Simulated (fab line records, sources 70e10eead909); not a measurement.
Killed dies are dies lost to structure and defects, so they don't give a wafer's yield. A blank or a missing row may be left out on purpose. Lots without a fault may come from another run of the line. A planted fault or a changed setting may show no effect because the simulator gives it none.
Chamber matching | flow nand_harc | NHARC_P_M1_STRIP_18 on rie_diel-12: 4 sister chambers
The step strips in N2/H2. 18 wafers are shown with their chamber, then 9 later ones without.

WAFERS WITH THEIR CHAMBER
wafer  | chamber | showerhead_plenum_p_Torr (Torr) | drypump_motor_current_A (A) | oes_product_au (a.u.)
L075.3 | 3       | 2.07                            | 6.6                         | 1.011
L075.5 | 2       | 1.96                            | 6.2                         | 0.975
L075.6 | 3       | 2.07                            | 6.5                         | 1.022
L077.1 | 1       | 2.02                            | 6.2                         | 1.006
L077.2 | 3       | 2.07                            | 6.5                         | 1.013
L077.3 | 0       | 2.11                            | 5.1                         | 1.009
L080.3 | 3       | 2.06                            | 6.6                         | 1.027
L080.4 | 2       | 1.96                            | 6.2                         | 0.984
L080.5 | 3       | 2.07                            | 6.5                         | 1.023
L082.1 | 0       | 2.11                            | 5.0                         | 1.001
L082.4 | 3       | 2.07                            | 6.5                         | 1.017
L082.5 | 2       | 1.96                            | 6.2                         | 0.993
L083.2 | 2       | 1.96                            | 6.1                         | 0.982
L083.3 | 3       | 2.07                            | 6.5                         | 1.012
L083.4 | 1       | 2.02                            | 6.1                         | 0.993
L085.1 | 1       | 2.02                            | 6.2                         | 1.008
L085.2 | 3       | 2.06                            | 6.5                         | 1.016
L085.4 | 0       | 2.11                            | 5.1                         | 1.010

SIGNATURES (means of the wafers above)
reading                  | chamber 0 | chamber 1 | chamber 2 | chamber 3 | scatter within a chamber
showerhead_plenum_p_Torr | 2.1100    | 2.0200    | 1.9600    | 2.0675    | 0.00327
drypump_motor_current_A  | 5.067     | 6.167     | 6.175     | 6.525     | 0.0506
oes_product_au           | 1.00667   | 1.00233   | 0.98350   | 1.01763   | 0.00645
Rule: a wafer's distance from a chamber is the root of the sum, over the readings, of the square of ((its reading less the chamber's mean) divided by the reading's scatter). The wafer belongs to the nearest chamber; if the next one is less than 2 further off, it can't be placed. The scatter: the root of (the sum of the squares of (reading less its chamber's mean) over the shown wafers, divided by (wafers less chambers)).

WAFERS WITHOUT THEIR CHAMBER
wafer  | showerhead_plenum_p_Torr (Torr) | drypump_motor_current_A (A) | oes_product_au (a.u.)
L089.3 | 2.02                            | 6.2                         | 1.016
L089.4 | 1.96                            | 6.2                         | 0.986
L089.6 | 2.06                            | 6.5                         | 1.006
L092.1 | 2.11                            | 5.1                         | 1.003
L092.4 | 2.02                            | 6.2                         | 1.011
L092.5 | 2.11                            | 5.1                         | 1.006
L095.1 | 2.11                            | 5.1                         | 1.001
L095.3 | 1.96                            | 6.2                         | 0.982
L095.6 | 2.11                            | 5.1                         | 1.013

WHICH CHAMBER EACH WENT THROUGH
wafer  | from the rows above | in truth
L089.3 | 1                   | 1
L089.4 | 2                   | 2
L089.6 | 3                   | 3
L092.1 | 0                   | 0
L092.4 | 1                   | 1
L092.5 | 0                   | 0
L095.1 | 0                   | 0
L095.3 | 2                   | 2
L095.6 | 0                   | 0
Placed correctly: 9 of 9. Can't be placed from these rows: 0. Placed wrongly: 0.
